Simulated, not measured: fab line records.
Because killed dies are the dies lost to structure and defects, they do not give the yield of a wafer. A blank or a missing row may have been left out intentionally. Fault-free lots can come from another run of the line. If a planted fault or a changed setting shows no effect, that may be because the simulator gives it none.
Which tool did it? + flow nand harc + 11 lots with 33 wafers sampled at 6 steps, on a route of 1159 steps

## WHAT THE GAUGES SHOWED, per wafer
NHARC_A_CHANNEL_HOLE_D1_INSPECT_40. Usual: raw defect count at 61, with a standard deviation of 16.
| lot  | measured     | on                | raw defect count | flag |
|------|--------------|-------------------|------------------|------|
| L473 | day 8 12:23  | defect inspect-01 | 59 62 60         |      |
| L475 | day 9 03:23  | defect inspect-01 | 59 57 66         |      |
| L478 | day 9 20:59  | defect inspect-01 | 49 37 49         |      |
| L479 | day 10 10:58 | defect inspect-02 | 71 59 81         |      |
| L480 | day 10 15:08 | defect inspect-01 | 53 57 58         |      |
| L481 | day 10 15:33 | defect inspect-01 | 38 75 79         |      |
| L489 | day 12 10:53 | defect inspect-01 | 59 33 46         |      |
| L490 | day 12 15:01 | defect inspect-02 | 101 44 72        |      |
| L492 | day 13 03:32 | defect inspect-01 | 58 59 53         |      |
| L493 | day 13 12:51 | defect inspect-02 | 64 43 41         |      |
| L496 | day 14 13:59 | defect inspect-02 | 48 41 42         |      |

NHARC_END_WLT_00. Usual: VT_DECK1_BOTTOM 0.867, standard deviation 0.008; VT_DECK1_BOTTOM_INNER 0.868, standard deviation 0.0077; VT_DECK1_MEDIAN_NEAR_BOTTOM 0.868, standard deviation 0.0081; VT_DECK1_MEDIAN_NEAR_BOTTOM_INNER 0.868, standard deviation 0.008; VT_DECK1_MIDDLE 0.881, standard deviation 0.0064; VT_DECK1_MIDDLE_INNER 0.881, standard deviation 0.0066; VT_DECK1_TOP 0.892, standard deviation 0.0067; VT_DECK1_TOP_INNER 0.892, standard deviation 0.0072.
| lot  | measured     | on        | VT_DECK1_BOTTOM   | VT_DECK1_BOTTOM_INNER | VT_DECK1_MEDIAN_NEAR_BOTTOM | VT_DECK1_MEDIAN_NEAR_BOTTOM_INNER | VT_DECK1_MIDDLE   | VT_DECK1_MIDDLE_INNER | VT_DECK1_TOP      | VT_DECK1_TOP_INNER | flag |
|------|--------------|-----------|-------------------|-----------------------|-----------------------------|-----------------------------------|-------------------|-----------------------|-------------------|--------------------|------|
| L473 | day 18 17:38 | prober-02 | 0.863 0.868 0.880 | 0.871 0.869 0.873     | 0.875 0.868 0.869           | 0.873 0.868 0.878                 | 0.889 0.884 0.884 | 0.877 0.878 0.870     | 0.888 0.896 0.886 | 0.889 0.900 0.889  |      |
| L475 | day 19 07:33 | prober-02 | 0.858 0.864 0.875 | 0.864 0.866 0.878     | 0.871 0.871 0.880           | 0.867 0.870 0.864                 | 0.882 0.888 0.885 | 0.892 0.877 0.883     | 0.898 0.898 0.889 | 0.900 0.897 0.888  |      |
| L478 | day 19 22:13 | prober-02 | 0.865 0.861 0.873 | 0.867 0.866 0.867     | 0.860 0.870 0.869           | 0.859 0.867 0.868                 | 0.875 0.876 0.881 | 0.882 0.877 0.883     | 0.898 0.890 0.885 | 0.892 0.899 0.889  |      |
| L479 | day 21 22:17 | prober-02 | 0.820 0.827 0.827 | 0.821 0.829 0.831     | 0.831 0.825 0.820           | 0.831 0.839 0.834                 | 0.842 0.839 0.841 | 0.840 0.839 0.838     | 0.852 0.851 0.842 | 0.857 0.844 0.853  | OFF  |
| L480 | day 21 10:01 | prober-02 | 0.824 0.818 0.814 | 0.822 0.824 0.822     | 0.821 0.807 0.819           | 0.825 0.817 0.818                 | 0.834 0.827 0.831 | 0.838 0.829 0.829     | 0.826 0.837 0.841 | 0.835 0.835 0.842  | OFF  |
| L481 | day 20 18:33 | prober-02 | 0.872 0.867 0.867 | 0.862 0.862 0.860     | 0.874 0.859 0.865           | 0.874 0.863 0.873                 | 0.879 0.883 0.881 | 0.887 0.878 0.875     | 0.901 0.893 0.901 | 0.892 0.898 0.897  |      |
| L489 | day 23 16:49 | prober-02 | 0.853 0.856 0.860 | 0.856 0.860 0.850     | 0.850 0.850 0.856           | 0.846 0.855 0.860                 | 0.878 0.871 0.876 | 0.876 0.873 0.861     | 0.886 0.881 0.881 | 0.878 0.883 0.895  |      |
| L490 | day 23 12:39 | prober-01 | 0.883 0.866 0.883 | 0.881 0.869 0.890     | 0.878 0.870 0.886           | 0.872 0.869 0.883                 | 0.895 0.892 0.886 | 0.896 0.889 0.891     | 0.907 0.904 0.901 | 0.897 0.905 0.893  |      |
| L492 | day 24 00:30 | prober-01 | 0.878 0.866 0.867 | 0.879 0.864 0.863     | 0.872 0.865 0.867           | 0.877 0.866 0.870                 | 0.879 0.878 0.880 | 0.883 0.876 0.881     | 0.892 0.897 0.884 | 0.889 0.898 0.886  |      |
| L493 | day 24 07:52 | prober-01 | 0.862 0.872 0.860 | 0.863 0.868 0.857     | 0.866 0.871 0.862           | 0.874 0.865 0.872                 | 0.875 0.876 0.873 | 0.880 0.884 0.874     | 0.889 0.895 0.893 | 0.893 0.894 0.884  |      |
| L496 | day 24 23:41 | prober-01 | 0.873 0.851 0.861 | 0.874 0.856 0.866     | 0.873 0.862 0.862           | 0.876 0.867 0.857                 | 0.884 0.871 0.879 | 0.892 0.871 0.879     | 0.889 0.886 0.899 | 0.887 0.886 0.889  |      |

NHARC_END_SORT_01. Usual: killed at array 28, standard deviation 10; killed at other 0.6, standard deviation 1.1; killed at periphery 3.6, standard deviation 2.6; killed dies 32, standard deviation 10; killed open 3.3, standard deviation 1.8; killed short 1.9, standard deviation 1.4.
| lot  | measured     | on        | killed at array | killed at other | killed at periphery | killed dies | killed open | killed short | flag |
|------|--------------|-----------|-----------------|-----------------|---------------------|-------------|-------------|--------------|------|
| L480 | day 21 13:20 | prober-02 | 25 30 25        | 0 2 0           | 6 5 4               | 31 37 29    | 3 5 4       | 3 3 2        |      |

## TOOL THAT RAN EACH LOT (tool first, then ch and the chambers of the sampled wafers, then the start)
| lot  | NHARC_A_CHANNEL_HOLE_D1_ETCH_21  | NHARC_A_CHANNEL_FILL_D1_ALD_02   | NHARC_A_CHANNEL_FILL_D1_ALD_16   |
|------|----------------------------------|----------------------------------|----------------------------------|
| L473 | har etch-01 ch 0,1, day 8 07:12  | ald hk-01 ch 0,1,2, day 8 14:17  | ald hk-03 ch 0,1,3, day 9 01:22  |
| L475 | har etch-01 ch 0,1, day 8 22:19  | ald hk-04 ch 0,1,3, day 9 04:38  | ald hk-01 ch 0,2,3, day 9 16:44  |
| L478 | har etch-02 ch 0,1, day 9 15:41  | ald hk-03 ch 0,1,2, day 9 21:19  | ald hk-01 ch 0,3, day 10 09:34   |
| L479 | har etch-01 ch 0,1, day 10 05:45 | ald hk-04 ch 2,3, day 10 12:04   | ald hk-01 ch 0,1,2, day 11 04:16 |
| L480 | har etch-01 ch 1, day 10 09:54   | ald hk-04 ch 2,3, day 10 15:20   | ald hk-03 ch 0,2, day 11 04:37   |
| L481 | har etch-02 ch 0, day 10 10:10   | ald hk-03 ch 0,1,3, day 10 15:54 | ald hk-01 ch 0,3, day 11 04:35   |
| L489 | har etch-02 ch 0,1, day 12 05:40 | ald hk-01 ch 0,2,3, day 12 13:52 | ald hk-01 ch 0,3, day 13 02:08   |
| L490 | har etch-02 ch 0,1, day 12 09:55 | ald hk-01 ch 1,2,3, day 12 15:26 | ald hk-04 ch 1,2, day 13 01:59   |
| L492 | har etch-01 ch 0,1, day 12 22:09 | ald hk-01 ch 1,2,3, day 13 03:44 | ald hk-04 ch 1,2,3, day 13 15:59 |
| L493 | har etch-02 ch 0,1, day 13 07:34 | ald hk-01 ch 0,1,3, day 13 13:03 | ald hk-03 ch 0,1,2, day 14 01:23 |
| L496 | har etch-02 ch 0,1, day 14 08:50 | ald hk-04 ch 0,3, day 14 14:11   | ald hk-01 ch 1,3, day 15 00:23   |
- NHARC_A_CHANNEL_HOLE_D1_ETCH_21: etches the open film in C4F8/O2/Ar, time 514.3 s, target depth 1600 nm.
- NHARC_A_CHANNEL_FILL_D1_ALD_02: deposits SiO2, target thk 6 nm, pulse time 10 s, ald cycles 60.
- NHARC_A_CHANNEL_FILL_D1_ALD_16: deposits SiO2, target thk 1.5 nm, pulse time 10 s, ald cycles 15.

## WHAT THE TOOLS THEMSELVES READ (means of the sampled wafers that have a number; where no wafer has one, the mark that the record gives instead)
NHARC_A_CHANNEL_HOLE_D1_ETCH_21. Usual: drypump motor current A 5.9 A, standard deviation 0.37; showerhead plenum p Torr 3.68 Torr, standard deviation 0.15; throttle valve pct 32.156 %, standard deviation 0.01.
| lot  | tool        | drypump motor current A (A) | showerhead plenum p Torr (Torr) | throttle valve pct (%) | flag |
|------|-------------|-----------------------------|---------------------------------|------------------------|------|
| L473 | har etch-01 | 6.0                         | 3.73                            | 32.151                 |      |
| L475 | har etch-01 | 6.0                         | 3.73                            | 32.165                 |      |
| L478 | har etch-02 | 5.8                         | 3.64                            | 32.152                 |      |
| L479 | har etch-01 | 6.3                         | 3.64                            | 32.152                 |      |
| L480 | har etch-01 | 6.5                         | 3.55                            | 32.155                 |      |
| L481 | har etch-02 | 5.9                         | 3.52                            | 32.163                 |      |
| L489 | har etch-02 | 5.7                         | 3.74                            | 32.154                 |      |
| L490 | har etch-02 | 5.8                         | 3.62                            | 32.165                 |      |
| L492 | har etch-01 | 6.0                         | 3.70                            | 32.162                 |      |
| L493 | har etch-02 | 5.8                         | 3.62                            | 32.156                 |      |
| L496 | har etch-02 | 5.7                         | 3.73                            | 32.148                 |      |

NHARC_A_CHANNEL_FILL_D1_ALD_02. Usual: heater power w 459 W, standard deviation 40; precursor pulse height rel 0.997, standard deviation 0.018.
| lot  | tool      | heater power w (W) | precursor pulse height rel | flag |
|------|-----------|--------------------|----------------------------|------|
| L473 | ald hk-01 | 453                | 1.001                      |      |
| L475 | ald hk-04 | 454                | 0.987                      |      |
| L478 | ald hk-03 | 469                | 1.017                      |      |
| L479 | ald hk-04 | 422                | 0.993                      |      |
| L480 | ald hk-04 | 399                | 0.997                      |      |
| L481 | ald hk-03 | 470                | 0.997                      |      |
| L489 | ald hk-01 | 470                | 1.004                      |      |
| L490 | ald hk-01 | 453                | 1.002                      |      |
| L492 | ald hk-01 | 454                | 1.005                      |      |
| L493 | ald hk-01 | 437                | 0.990                      |      |
| L496 | ald hk-04 | 426                | 1.009                      |      |

NHARC_A_CHANNEL_FILL_D1_ALD_16. Usual: heater power w 460 W, standard deviation 39; precursor pulse height rel 0.998, standard deviation 0.021.
| lot  | tool      | heater power w (W) | precursor pulse height rel | flag |
|------|-----------|--------------------|----------------------------|------|
| L473 | ald hk-03 | 471                | 1.024                      |      |
| L475 | ald hk-01 | 484                | 0.991                      |      |
| L478 | ald hk-01 | 476                | 1.009                      |      |
| L479 | ald hk-01 | 467                | 1.001                      |      |
| L480 | ald hk-03 | 444                | 0.981                      |      |
| L481 | ald hk-01 | 448                | 0.998                      |      |
| L489 | ald hk-01 | 439                | 0.995                      |      |
| L490 | ald hk-04 | 475                | 1.007                      |      |
| L492 | ald hk-04 | 439                | 0.993                      |      |
| L493 | ald hk-03 | 474                | 1.001                      |      |
| L496 | ald hk-01 | 425                | 1.001                      |      |

## THE ANSWER, worked out from the rows above alone
Rule: a lot counts as off when the mean over its wafers that have a number is more than 3 standard deviations away from the usual mean. Also off: a lot with no number at a reading for which 4 or more lots have one. The other lots that the step has rows for count as sound. The gauges are gone through in route order, then the tools' own readings, and for those a lot's mean is taken as printed above. At the first step where some lot is off, the reading lying furthest off is the one used; lots without a number count as furthest.
Off: at NHARC_END_WLT_00 (VT_DECK1_TOP), L479, L480.
If a tool, at a process step before that reading, ran all the lots that are off and no sound lot after the first of them, it fits. Those tools and the gauges at NHARC_END_WLT_00 are tried in the same way. Of those tried, none fits.

## WHAT HAD BEEN PUT IN BY THE SIMULATOR
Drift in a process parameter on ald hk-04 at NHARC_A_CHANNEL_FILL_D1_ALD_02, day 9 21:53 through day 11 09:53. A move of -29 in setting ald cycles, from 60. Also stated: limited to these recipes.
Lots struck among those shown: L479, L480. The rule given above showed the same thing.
